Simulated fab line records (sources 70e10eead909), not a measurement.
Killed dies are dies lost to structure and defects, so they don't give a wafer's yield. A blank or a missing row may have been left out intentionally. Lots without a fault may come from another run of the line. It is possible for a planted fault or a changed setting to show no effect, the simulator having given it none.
fab line records | flow nandHarc
[record] lots = 14 wafers = 42 lastDay = 34
route steps=1302 shown A_STAIRCASE@784
lots that met no fault: from a run of the same line without faults
startH: hours from the record's opening day to when the first of the lot's shown wafers began | waitH: how many hours have passed since the lot's step before this one | " identical to the entry in the row above | L1.1+2: a row that stands for several wafers | - no value, or no start given | * or withheld: withheld | < > ~ a bound
route shown NAME@n: NAME is a module with steps in the file, n the number in the route of the first one | usual: mean/standard deviation taken from wafers without a fault | same: alike in all rows | chamber/n: place in a boat | sites: the reading at each site | _std_site: the standard deviation of these | _edge_site: inner sites' mean taken away from outer sites' mean | radiusMm: how far each site lies from the wafer's centre | mask NAME#n: copy n | behind: the last tool/chamber to shape the wafer | hold: the reason the lot was held/the length of the hold in hours/how it ended | device: whichever transistor did not switch (one of n, p or np) | end of line: the route-end tests of the same wafers | for a step that has no rows: nothing shown but its recipe | killed: count of dies lost to structure and defects at first sort (not the wafer's yield) | map: a wafer's dies, marking killed ones x, the rest . and places with no die _
set.NAME: the setting the step ran with; set.NAME@STEP: the setting that earlier step ran with | model.NAME: the simulator's own value behind a step, which no gauge read
steps of the route over a sample of lots; a table a step, a row a wafer
services: a tool's chamber out of use, with start hour (startH, from the record's first day; less than 0 if before it), hours out, and reason
[[steps]]
[step NHARC_A_STAIRCASE_DESCUM_270]
[recipe] timeS = 3 o2FlowSccm = 200 arFlowSccm = 0 biasPowerW = 0 chemistry = O2
[usual] drypumpMotorCurrentA = 5.95/0.22 oesProductAu = 0.999/0.0097 rfVppV = 57.4/0.92 showerheadPlenumPTorr = 1.85/0.087 throttleValvePct = 11.310/0.0094
// columns lot.wafer tool chamber startH waitH drypumpMotorCurrentA oesProductAu rfHoursCounterH rfVppV showerheadPlenumPTorr throttleValvePct
L735.4 rieDiel-02 0 385.44 - 5.92 0.999 56 58.7 1.80 11.308
L735.2 " 1 " " 5.79 1.002 55 57.2 1.83 11.300
L735.3 " 2 " " 6.10 0.997 52 57.8 1.93 11.294
L734.4 rieDiel-06 1 397.38 - 6.01 1.010 6 58.0 1.98 11.312
L734.6 " 1 " " 6.05 1.020 - 57.0 1.98 11.299
L734.5 " 2 " " 6.22 0.979 - 57.7 1.84 11.320
L737.1 rieDiel-06 2 399.94 - 6.22 0.988 25 57.8 1.84 11.303
L737.6 " 0 " " 5.19 1.005 - 58.7 1.92 11.313
L737.5 " 1 " " 6.01 1.013 - 59.2 1.98 11.317
L745.3 rieDiel-04 2 479.29 - 6.15 0.987 38 57.7 1.81 11.316
L745.6 " 0 " " 5.64 1.010 - 56.3 1.79 11.327
L745.5 " 1 " " 5.92 0.993 - 56.4 1.83 11.317
L746.4 rieDiel-02 1 480.39 - 5.79 1.006 25 57.3 1.82 11.317
L746.1 " 2 " " 6.09 1.006 25 58.5 1.92 11.312
L746.6 " 1 " " 5.81 1.011 - 56.7 1.82 11.309
L747.2 rieDiel-04 0 515.59 - 5.65 0.996 46 57.5 1.79 11.313
L747.6 " 2 " " 6.14 0.982 - 56.5 1.81 11.305
L747.5 " 3 " " 6.10 0.987 - 58.4 1.77 11.316
L748.1 rieDiel-04 3 517.28 - 6.07 0.992 51 57.0 1.77 11.317
L748.3 " 0 " " 5.64 1.016 47 56.7 1.79 11.309
L748.2 " 1 " " 5.98 1.008 45 56.9 1.82 11.310
L750.2 rieDiel-04 3 530.05 - 6.08 0.997 57 58.9 1.77 11.327
L750.4 " 1 " " 5.98 0.998 50 58.3 1.82 11.331
L750.1 " 2 " " 6.13 0.991 52 56.5 1.80 11.324
L751.3 rieDiel-04 2 559.89 - 6.13 1.004 5 57.9 1.80 11.323
L751.4 " 0 " " 5.63 1.015 4 56.6 1.78 11.308
L751.5 " 1 " " 5.91 1.010 - 56.7 1.82 11.304
L753.1 rieDiel-04 0 563.37 - 5.67 0.998 5 56.8 1.78 11.310
L753.2 " 2 " " 6.12 0.999 6 56.6 1.80 11.305
L753.5 " 1 " " 5.94 1.011 - 58.2 1.82 11.310
L752.2 rieDiel-02 3 564.48 - 6.07 0.984 52 56.4 1.78 11.329
L752.3 " 1 " " 5.82 1.008 46 56.4 1.81 11.300
L752.5 " 0 " " 5.94 0.993 - 56.3 1.78 11.307
L754.4 rieDiel-04 3 566.41 - 6.08 0.998 7 57.3 2.07 11.305
L754.3 " 0 " " 5.67 1.014 6 56.9 1.78 11.338
L754.6 " 2 " " 6.11 0.994 - 56.3 1.80 11.304
L755.4 rieDiel-04 1 580.45 - 5.94 1.008 9 56.8 1.82 11.314
L755.6 " 1 " " 5.98 1.009 - 57.6 1.82 11.314
L755.5 " 2 " " 6.13 0.997 - 57.1 1.80 11.309
L757.4 rieDiel-02 3 603.95 - 6.10 1.002 11 55.0 1.78 11.296
L757.1 " 0 " " 5.93 0.992 9 57.4 1.78 11.304
L757.6 " 2 " " 6.15 0.991 - 58.4 1.91 11.314
[step NHARC_A_STAIRCASE_HM_OPEN_460]
[recipe] o2FlowSccm = 400 cosFlowSccm = 20 arFlowSccm = 0 rfW = 500 biasW = 300 chemistry = O2/COS
[usual] biasW = 300.0/0.84 drypumpMotorCurrentA = 5.92/0.27 oesProductAu = 1.001/0.0097 rfVppV = 466/3.2 showerheadPlenumPTorr = 3.06/0.15 throttleValvePct = 28.330/0.0088
// columns lot.wafer tool chamber startH waitH biasW drypumpMotorCurrentA oesProductAu rfHoursCounterH rfVppV showerheadPlenumPTorr throttleValvePct
L735.3 rieDiel-06 1 - - 299.6 6.04 1.018 4 470 3.22 28.335
L735.4 " 2 " " 300.4 6.22 0.982 22 465 3.02 28.336
L735.2 " 3 " " 298.6 5.78 1.010 22 471 3.36 28.317
L734.4 rieDiel-04 0 - - 300.9 5.65 1.003 14 463 2.94 28.326
L734.5 " 0 " " 299.8 5.65 0.995 - 462 2.94 28.324
L734.6 " 1 " " 299.8 5.96 0.989 - 464 3.00 28.335
L737.1 rieDiel-06 0 - - 298.2 5.19 0.998 28 467 3.12 28.309
L737.5 " 2 " " 300.1 6.23 0.975 - 465 3.01 28.325
L737.6 " 3 " " 300.5 5.78 1.000 - 471 3.36 28.332
L745.3 rieDiel-02 2 - - 300.2 6.11 0.993 27 467 3.13 28.337
L745.5 " 0 " " 299.9 5.97 0.994 - 464 2.93 28.330
L745.6 " 1 " " 300.4 5.80 0.993 - 463 2.98 28.331
L746.4 rieDiel-02 0 - - 300.5 5.93 0.999 21 461 2.93 28.323
L746.1 " 1 " " 302.2 5.80 1.017 28 464 2.98 28.317
L746.6 " 0 " " 301.9 5.98 1.001 - 462 2.93 28.336
L747.2 rieDiel-02 1 - - 300.1 5.79 0.996 36 464 2.97 28.338
L747.5 " 2 " " 300.9 6.14 1.014 - 467 3.12 28.335
L747.6 " 3 " " 300.6 6.13 0.991 - 463 2.93 28.329
L748.1 rieDiel-02 3 - - 299.5 6.09 1.001 41 464 2.93 28.324
L748.3 " 0 " " 299.3 5.94 1.006 31 465 2.93 28.334
L748.2 " 2 " " 299.7 6.12 0.998 39 466 3.12 28.340
L750.2 rieDiel-02 3 - - 299.8 6.10 1.001 43 462 2.92 28.324
L750.1 " 0 " " 298.8 5.90 1.004 32 463 2.93 28.337
L750.4 " 1 " " 298.6 5.82 1.016 38 463 2.97 28.346
L751.3 rieDiel-06 3 - - 299.1 5.76 1.007 25 471 3.33 28.320
L751.4 " 2 " " 300.6 6.23 0.996 - 463 2.99 28.334
L751.5 " 3 " " 298.8 5.76 1.008 - 471 3.33 28.334
L753.1 rieDiel-04 2 - - 300.1 6.13 1.002 9 463 2.95 28.318
L753.2 " 3 " " 300.6 6.11 1.006 9 472 3.37 28.308
L753.5 " 3 " " 300.1 6.09 1.007 - 473 3.37 28.330
L752.3 rieDiel-06 2 - - 300.5 6.21 0.984 28 465 2.99 28.327
L752.2 " 1 " " 298.8 6.07 1.017 24 469 3.20 28.318
L752.5 " 3 " " 299.0 5.76 1.008 - 471 3.33 28.330
L754.3 rieDiel-06 2 - - 301.4 6.23 1.009 30 464 2.99 28.330
L754.4 " 3 " " 299.4 5.77 1.000 - 471 3.33 28.340
L754.6 " 1 " " 299.5 6.04 1.022 - 468 3.19 28.324
L755.6 rieDiel-06 0 - - 300.6 5.15 0.987 - 467 3.10 28.319
L755.5 " 1 " " 299.9 6.04 1.004 - 468 3.19 28.326
L755.4 " 2 " " 299.4 6.22 1.000 - 466 2.98 28.312
L757.4 rieDiel-04 3 - - 300.1 6.14 1.003 21 473 3.36 28.327
L757.1 " 1 " " 300.2 5.93 1.004 25 462 2.97 28.317
L757.6 " 0 " " 299.2 5.63 1.015 - 463 2.91 28.328
[step NHARC_A_STAIRCASE_DEP_301]
[recipe] targetThkA = 300 targetThkNm = 30 tempC = 400 pressureTorr = 3.5 flowSccm = 200 rfW = 350 material = SiON
[usual] heaterPowerW = 774/92
// columns lot.wafer tool chamber startH waitH heaterPowerW sinceWetCleanH
L735.2 pecvd-01 2 398.25 1.3 741 74
L735.3 " 0 " " 842 74
L735.4 " 1 " " 819 -
L734.4 pecvd-04 0 412.80 0.7 727 -
L734.5 " 1 " " 772 -
L734.6 " 2 " " 948 -
L737.1 pecvd-01 2 413.46 1.6 760 89
L737.6 " 2 " " 743 -
L737.5 " 0 " " 842 -
L745.3 pecvd-04 1 493.24 0.9 692 30
L745.6 " 2 " " 863 -
L745.5 " 0 " " 638 -
L746.1 pecvd-02 1 494.62 1.6 673 73
L746.6 " 2 " " 844 -
L746.4 " 1 " " 657 -
L747.2 pecvd-02 2 531.18 1.3 866 110
L747.5 " 1 " " 772 -
L747.6 " 2 " " 841 -
L748.3 pecvd-01 0 533.99 0.9 750 28
L748.2 " 1 " " 910 28
L748.1 " 2 " " 729 28
L750.1 pecvd-01 1 543.56 1.6 877 38
L750.2 " 2 " " 709 38
L750.4 " 1 " " 881 -
L751.3 pecvd-04 1 571.33 1.0 696 108
L751.5 " 0 " " 629 -
L751.4 " 1 " " 703 -
L753.2 pecvd-01 2 573.88 1.3 817 68
L753.1 " 0 " " 707 68
L753.5 " 1 " " 823 -
L752.3 pecvd-04 0 575.80 1.0 646 113
L752.2 " 1 " " 714 113
L752.5 " 1 " " 720 -
L754.3 pecvd-01 1 577.65 1.0 822 72
L754.6 " 1 " " 827 -
L754.4 " 2 " " 841 -
L755.6 pecvd-01 2 595.80 0.1 712 -
L755.4 " 0 " " 802 -
L755.5 " 1 " " 883 -
L757.1 pecvd-04 1 627.65 1.6 782 165
L757.6 " 1 " " 787 -
L757.4 " 2 " " 814 -
[step NHARC_A_STAIRCASE_PEB_308]
[recipe] pebTempC = 115 pebTimeS = 130
[usual] chillPlateTempC = 22.98/0.1 exhaustPa = 44.8/0.96
// columns lot.wafer tool chamber startH waitH chillPlateTempC exhaustPa
L735.2 lithoTrack-05 0 398.89 0.1 22.96 45.5
L735.3 " 0 " " 22.87 46.1
L735.4 " 0 " " 22.84 45.3
L734.4 lithoTrack-07 0 413.39 0.1 23.09 43.7
L734.5 " 0 " " 23.06 44.0
L734.6 " 0 " " 23.00 45.7
L737.1 lithoTrack-05 0 414.10 0.1 23.05 46.0
L737.5 " 0 " " 23.09 44.3
L737.6 " 0 " " 23.12 45.8
L745.3 lithoTrack-05 - 493.91 0.1 - -
L745.5 " - " " - -
L745.6 " - " " - -
L746.1 lithoTrack-03 - 495.23 0.1 - -
L746.4 " - " " - -
L746.6 " - " " - -
L747.2 lithoTrack-07 0 531.83 0.1 22.73 44.7
L747.5 " 0 " " 22.90 44.6
L747.6 " 0 " " 22.84 45.2
L748.1 lithoTrack-03 0 534.66 0.1 23.06 43.5
L748.2 " 0 " " 22.91 43.9
L748.3 " 0 " " 22.88 44.2
L750.1 lithoTrack-05 0 544.22 0.1 22.83 45.2
L750.2 " 0 " " 22.86 45.8
L750.4 " 0 " " 22.88 45.2
L751.3 lithoTrack-07 0 571.95 0.1 22.88 43.9
L751.4 " 0 " " 22.89 44.8
L751.5 " 0 " " 22.97 43.2
L753.1 lithoTrack-03 0 574.39 0.1 22.97 44.1
L753.2 " 0 " " 23.18 44.4
L753.5 " 0 " " 22.97 44.8
L752.2 lithoTrack-05 0 576.47 0.1 23.13 45.3
L752.3 " 0 " " 22.89 44.7
L752.5 " 0 " " 22.97 44.2
L754.3 lithoTrack-07 0 578.29 0.1 22.99 44.9
L754.4 " 0 " " 22.80 44.3
L754.6 " 0 " " 22.89 45.0
L755.4 lithoTrack-05 0 596.39 0.0 23.00 44.3
L755.5 " 0 " " 22.86 43.4
L755.6 " 0 " " 22.84 42.9
L757.1 lithoTrack-05 0 628.30 0.1 23.08 45.2
L757.4 " 0 " " 23.06 44.3
L757.6 " 0 " " 23.16 46.3
[[services]]
// columns tool chamber startH hours kind
rieDiel-02 - 393.77 9.0 pm
pecvd-04 - 403.19 1.4 repair
pecvd-02 1 405.17 5.9 repair
pecvd-02 - 408.40 13.0 pm
pecvd-04 - 411.81 0.8 repair
lithoTrack-07 - 426.00 7.0 pm
lithoTrack-03 - 450.00 7.0 pm
pecvd-04 - 450.00 13.0 pm
lithoTrack-05 - 474.00 7.0 pm
rieDiel-06 - 485.34 9.0 pm
pecvd-01 - 492.08 0.7 repair
pecvd-01 - 492.79 13.0 pm
rieDiel-02 2 500.57 1.9 repair
rieDiel-04 2 506.47 6.2 repair
rieDiel-06 0 524.67 9.9 repair
rieDiel-04 - 532.18 9.0 pm
rieDiel-06 1 551.05 2.3 repair
pecvd-04 0 562.97 4.6 repair
rieDiel-06 0 565.19 10.4 repair
rieDiel-02 - 573.36 9.0 pm
rieDiel-06 2 589.06 6.9 repair
lithoTrack-07 - 601.00 7.0 pm
rieDiel-06 1 611.16 8.6 repair
lithoTrack-03 - 625.00 7.0 pm
[[key]]
[firstSign] step = NHARC_A_STAIRCASE_PEB_308 reading = toolRecord direction = missing
effect none on later readings
metAt NHARC_A_STAIRCASE_PEB_308
struckLots L745,L746
laterRowsLeftOut L745.3,L745.5,L745.6,L746.1,L746.4,L746.6
sortLeftOut L745.3,L745.5,L745.6,L746.1,L746.4,L746.6
testerLeftOut L745,L746
notActingAt NHARC_A_STAIRCASE_DESCUM_270,NHARC_A_STAIRCASE_HM_OPEN_460,NHARC_A_STAIRCASE_DEP_301
onsetBetween 414.10 493.91
[fault] kind = skippedStepWhole tool = lithoTrack-03,lithoTrack-05 chamber = - onsetH = 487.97 steps = NHARC_A_STAIRCASE_PEB_308 scope = struckLotsOnly
// testerLeftOut: of these lots the tester's yield and bins aren't shown, on N5 and GAA mostly nor the transistor test; their killed dies are dies lost to structure and defects alone, not to doping, threshold or leakage, so they don't give the yield
// sortLeftOut: the simulated sort isn't trusted on such a fault, so these wafers' sort isn't shown, and their yield isn't known
// laterRowsLeftOut: the simulator's readings of these wafers behind a module that went badly wrong aren't trusted and aren't shown, but for the sort
